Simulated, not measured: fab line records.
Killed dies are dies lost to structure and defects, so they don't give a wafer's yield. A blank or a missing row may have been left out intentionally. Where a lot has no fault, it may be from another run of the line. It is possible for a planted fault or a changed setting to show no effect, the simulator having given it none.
The tool behind it: which one? -- flow nand harc -- 13 lots with 37 wafers sampled at 5 steps, on a route of 1159 steps

== WHAT THE GAUGES SHOWED, per wafer ==
NHARC_END_SORT_01. Usual: defect limited yield 95.2 %, standard deviation 1.6; killed at array 29, standard deviation 10; killed at other 0.7, standard deviation 1.1; killed at periphery 3.2, standard deviation 2.2; killed dies 33, standard deviation 11; killed open 3.5, standard deviation 1.8; killed short 2.0, standard deviation 1.4; sort_bin_2_pct 1.5 %, standard deviation 0.61; sort_bin_3_pct 0.29 %, standard deviation 0.22; sort_bin_4_pct 3.1 %, standard deviation 1.1; sort n pass 644, standard deviation 11; sort rim yield pct 95 %, standard deviation 3.3; sort yield pct 95.2 %, standard deviation 1.6.
lot,measured,on,defect limited yield (%),killed at array,killed at other,killed at periphery,killed dies,killed open,killed short,sort_bin_2_pct (%),sort_bin_3_pct (%),sort_bin_4_pct (%),sort n pass,sort rim yield pct (%),sort yield pct (%),flag
L111,day 21 19:50,prober-02,93.6 94.4,33 29,2 2,8 7,43 38,6 2,3 0,1.5 1.5,0 0.30,4.9 3.8,634 639,92 93,93.6 94.4,
L120,day 24 06:42,prober-01,97.5 97.9 98.7,15 12 6,0 0 2,2 2 1,17 14 9,6 2 2,5 1 1,0.9 0.6 0.6,0 0.15 0,1.6 1.3 0.7,660 663 668,96 99 97,97.5 97.9 98.7,
L123,day 24 16:58,prober-01,94.4 94.1 94.2,37 39 35,0 0 0,1 1 4,38 40 39,4 7 6,3 2 3,2.7 2.1 1.6,0.15 0.44 0.59,2.8 3.4 3.5,639 637 638,93 99 93,94.4 94.1 94.2,

== WHAT TOOL EACH LOT RAN ON (gives the tool, then ch and the chambers of the sampled wafers, and finally the start) ==
lot,NHARC_P_CONTACT_DEGAS_38,NHARC_P_M0_ETCH_34,NHARC_P_M0_DEGAS_28,NHARC_P_M0_ANNEAL_30
L103,"pvd sputter-03, day 5 23:11","rie diel-03 ch 0,1,2, day 6 16:45","pvd sputter-03, day 6 17:36","rtp anneal-01 ch 0, day 6 18:23"
L104,"pvd sputter-01, day 5 23:32","rie diel-03 ch 1,2,3, day 6 17:23","pvd sputter-01, day 6 18:13","rtp anneal-01 ch 0, day 6 19:31"
L107,"pvd sputter-02, day 6 11:43","rie diel-03 ch 1,2,3, day 6 23:18","pvd sputter-03, day 7 00:11","rtp anneal-02 ch 0, day 7 01:03"
L108,"pvd sputter-01, day 6 20:38","rie diel-03 ch 2,3, day 7 04:26","pvd sputter-02, day 7 05:18","rtp anneal-02 ch 0, day 7 06:02"
L109,"pvd sputter-02, day 7 04:04","rie diel-03 ch 0,3, day 7 09:12","pvd sputter-01, day 7 10:01","rtp anneal-01 ch 0, day 7 10:53"
L110,"pvd sputter-01, day 7 06:19","rie diel-03 ch 1,2, day 7 10:38","pvd sputter-01, day 7 11:29","rtp anneal-02 ch 0, day 7 12:13"
L111,"pvd sputter-03, day 7 23:26","rie diel-03 ch 1,3, day 8 04:46","pvd sputter-02, day 8 05:37","rtp anneal-02 ch 0, day 8 06:27"
L120,"pvd sputter-01, day 10 04:22","rie diel-12 ch 1,2,3, day 10 09:09","pvd sputter-03, day 10 09:59","rtp anneal-01 ch 0, day 10 10:43"
L121,"pvd sputter-01, day 10 05:46","rie diel-03 ch 0,1,2, day 10 09:44","pvd sputter-02, day 10 10:34","rtp anneal-02 ch 0, day 10 11:27"
L122,"pvd sputter-03, day 10 12:01","rie diel-12 ch 0,2,3, day 10 16:53","pvd sputter-02, day 10 17:43","rtp anneal-02 ch 0, day 10 18:34"
L123,"pvd sputter-03, day 10 13:02","rie diel-05 ch 1,2, day 10 17:18","pvd sputter-01, day 10 18:07","rtp anneal-01 ch 0, day 10 19:11"
L124,"pvd sputter-02, day 11 04:35","rie diel-05 ch 1,2,3, day 11 11:10","pvd sputter-02, day 11 12:07","rtp anneal-02 ch 0, day 11 12:52"
L125,"pvd sputter-01, day 11 04:49","rie diel-05 ch 0,1,3, day 11 11:45","pvd sputter-03, day 11 12:35","rtp anneal-02 ch 0, day 11 13:25"
- NHARC_P_CONTACT_DEGAS_38: time 60 s.
- NHARC_P_M0_ETCH_34: etches the open film in N2/H2, target depth 40 nm, overetch 12 nm, time 43.94 s.
- NHARC_P_M0_DEGAS_28: time 60 s.
- NHARC_P_M0_ANNEAL_30: time 90 s.

== AS READ BY THE TOOLS THEMSELVES (means over the sampled wafers that have a number; for cases with no such wafer, the mark the record gives instead) ==
NHARC_P_CONTACT_DEGAS_38. Usual: heater power w reads 464 W (standard deviation 60).
lot,tool,heater power w (W),flag
L103,pvd sputter-03,457,
L104,pvd sputter-01,500,
L107,pvd sputter-02,430,
L108,pvd sputter-01,511,
L109,pvd sputter-02,408,
L110,pvd sputter-01,510,
L111,pvd sputter-03,522,
L120,pvd sputter-01,484,
L121,pvd sputter-01,433,
L122,pvd sputter-03,506,
L123,pvd sputter-03,415,
L124,pvd sputter-02,449,
L125,pvd sputter-01,475,

NHARC_P_M0_ETCH_34. Usual: drypump motor current A 5.6 A, standard deviation 0.43; oes product au 1.002 a.u., standard deviation 0.0077; rf vpp V 430.5 V, standard deviation 2.2; run length s 65.3 s, standard deviation 0.39; showerhead plenum p Torr 2.04 Torr, standard deviation 0.081; throttle valve pct 14.171 %, standard deviation 0.009.
lot,tool,drypump motor current A (A),oes product au (a.u.),rf vpp V (V),run length s (s),showerhead plenum p Torr (Torr),throttle valve pct (%),flag
L103,rie diel-03,5.8,1.007,432.4,65.3,2.11,14.170,
L104,rie diel-03,5.6,0.986,431.8,65.8,2.10,14.171,
L107,rie diel-03,5.6,1.000,432.0,65.6,2.10,14.174,
L108,rie diel-03,5.5,0.997,431.4,65.4,2.10,14.165,
L109,rie diel-03,5.8,0.998,432.0,55.2,2.08,14.182,OFF
L110,rie diel-03,5.7,1.005,432.3,62.2,2.10,14.168,OFF
L111,rie diel-03,5.7,1.006,431.6,55.2,2.06,14.174,OFF
L120,rie diel-12,5.4,1.000,428.2,64.7,1.95,14.178,
L121,rie diel-03,5.8,1.006,431.7,65.5,2.11,14.174,
L122,rie diel-12,5.9,1.001,426.7,64.9,1.91,14.171,
L123,rie diel-05,5.3,1.009,430.6,65.6,2.03,14.163,
L124,rie diel-05,5.6,1.007,429.0,65.2,1.99,14.168,
L125,rie diel-05,5.4,1.008,428.9,65.1,1.97,14.168,

NHARC_P_M0_DEGAS_28. Usual: heater power w reads 335 W (standard deviation 46).
lot,tool,heater power w (W),flag
L103,pvd sputter-03,368,
L104,pvd sputter-01,336,
L107,pvd sputter-03,373,
L108,pvd sputter-02,314,
L109,pvd sputter-01,300,
L110,pvd sputter-01,345,
L111,pvd sputter-02,333,
L120,pvd sputter-03,333,
L121,pvd sputter-02,292,
L122,pvd sputter-02,313,
L123,pvd sputter-01,348,
L124,pvd sputter-02,311,
L125,pvd sputter-03,382,

NHARC_P_M0_ANNEAL_30. Usual: anneal temp c 225.02 C, standard deviation 0.18; wafer_temp_C_max 225.96, standard deviation 0.23.
lot,tool,anneal temp c (C),wafer_temp_C_max,flag
L103,rtp anneal-01,224.93,225.90,
L104,rtp anneal-01,224.79,225.77,
L107,rtp anneal-02,224.84,225.95,
L108,rtp anneal-02,224.92,226.13,
L109,rtp anneal-01,224.93,226.13,
L110,rtp anneal-02,225.08,226.15,
L111,rtp anneal-02,225.14,226.24,
L120,rtp anneal-01,224.98,226.11,
L121,rtp anneal-02,225.28,225.98,
L122,rtp anneal-02,224.85,226.00,
L123,rtp anneal-01,225.05,225.91,
L124,rtp anneal-02,224.98,226.04,
L125,rtp anneal-02,224.96,226.06,

== THE ANSWER, worked out from the rows above alone ==
Rule: a lot counts as off when the mean over its wafers that have a number is more than 3 standard deviations away from the usual mean. A lot without any number at a reading at which 4 lots or more have one is off too. The other lots that the step has rows for count as sound. After the gauges, taken in route order, come the tools' own readings; for these a lot's mean is taken, as printed above. The first step at which some lot is off is used, and at that step the reading that is off furthest; a lot without a number counts as furthest.
Off at NHARC_P_M0_ETCH_34 (run length s): L109, L110, L111.
If a tool, at that step or one of the process steps before it, ran each lot that is off and ran no sound lot following the first of them, it fits. Not one of the candidates tried fits.

== WHAT THE SIMULATOR HAD PUT IN ==
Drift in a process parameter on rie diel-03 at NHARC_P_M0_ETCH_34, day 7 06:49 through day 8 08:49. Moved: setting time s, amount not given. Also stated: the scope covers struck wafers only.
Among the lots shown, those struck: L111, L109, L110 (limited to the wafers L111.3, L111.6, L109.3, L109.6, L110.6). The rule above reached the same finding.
